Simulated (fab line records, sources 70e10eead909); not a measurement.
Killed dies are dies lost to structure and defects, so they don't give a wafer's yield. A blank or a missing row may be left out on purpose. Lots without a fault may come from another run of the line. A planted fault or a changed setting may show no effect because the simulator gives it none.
Chamber matching | flow nand_harc | NHARC_A_CHANNEL_FILL_D1_ALD_16 on ald_hk-03: 4 sister chambers
The step deposits SiO2, target thk 1.5 nm, pulse time 10 s, ald cycles 15. 16 wafers are shown with their chamber, then 8 later ones without.

WAFERS WITH THEIR CHAMBER
wafer  | chamber | heater_power_w (W) | precursor_pulse_height_rel | susceptor_temp_C (C)
L074.1 | 3       | 494                | 1.007                      | 299.94
L074.2 | 2       | 365                | 1.016                      | 299.98
L074.5 | 1       | 500                | 1.041                      | 299.67
L075.1 | 1       | 507                | 1.042                      | 300.15
L075.2 | 3       | 491                | 0.994                      | 300.23
L075.5 | 2       | 365                | 0.978                      | 299.75
L076.1 | 0       | 503                | 0.969                      | 300.03
L076.3 | 2       | 367                | 0.978                      | 299.95
L076.6 | 1       | 502                | 0.995                      | 300.00
L077.1 | 1       | 512                | 0.999                      | 299.88
L077.2 | 0       | 495                | 1.005                      | 299.88
L077.5 | 2       | 377                | 0.998                      | 300.13
L079.3 | 3       | 512                | 1.002                      | 300.16
L079.4 | 2       | 378                | 0.979                      | 299.66
L079.6 | 2       | 365                | 0.990                      | 299.73
L085.1 | 1       | 499                | 1.018                      | 300.07

SIGNATURES (means of the wafers above)
reading                    | chamber 0 | chamber 1 | chamber 2 | chamber 3 | scatter within a chamber
heater_power_w             | 499.00    | 504.00    | 369.50    | 499.00    | 7.09
precursor_pulse_height_rel | 0.98700   | 1.01900   | 0.98983   | 1.00100   | 0.018
susceptor_temp_C           | 299.9550  | 299.9540  | 299.8667  | 300.1100  | 0.174
Rule: a wafer's distance from a chamber is the root of the sum, over the readings, of the square of ((its reading less the chamber's mean) divided by the reading's scatter). The wafer belongs to the nearest chamber; if the next one is less than 2 further off, it can't be placed. The scatter: the root of (the sum of the squares of (reading less its chamber's mean) over the shown wafers, divided by (wafers less chambers)).

WAFERS WITHOUT THEIR CHAMBER
wafer  | heater_power_w (W) | precursor_pulse_height_rel | susceptor_temp_C (C)
L085.3 | 488                | 0.988                      | 299.42
L085.6 | 499                | 0.994                      | 300.19
L087.1 | 501                | 0.989                      | 299.69
L087.2 | 380                | 1.011                      | 300.02
L087.6 | 500                | 1.004                      | 299.72
L090.1 | 506                | 0.984                      | 300.10
L090.2 | 505                | 1.017                      | 300.05
L090.3 | 498                | 1.002                      | 299.98

WHICH CHAMBER EACH WENT THROUGH
wafer  | from the rows above          | in truth
L085.3 | can't be placed: 0 or 1 or 3 | 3
L085.6 | can't be placed: 3 or 0 or 1 | 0
L087.1 | can't be placed: 0 or 1 or 3 | 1
L087.2 | 2                            | 2
L087.6 | can't be placed: 0 or 1 or 3 | 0
L090.1 | can't be placed: 0 or 3 or 1 | 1
L090.2 | can't be placed: 1 or 3 or 0 | 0
L090.3 | can't be placed: 3 or 0 or 1 | 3
Placed correctly: 1 of 8. Can't be placed from these rows: 7 (the true chamber is among the candidates in 7). Placed wrongly: 0.
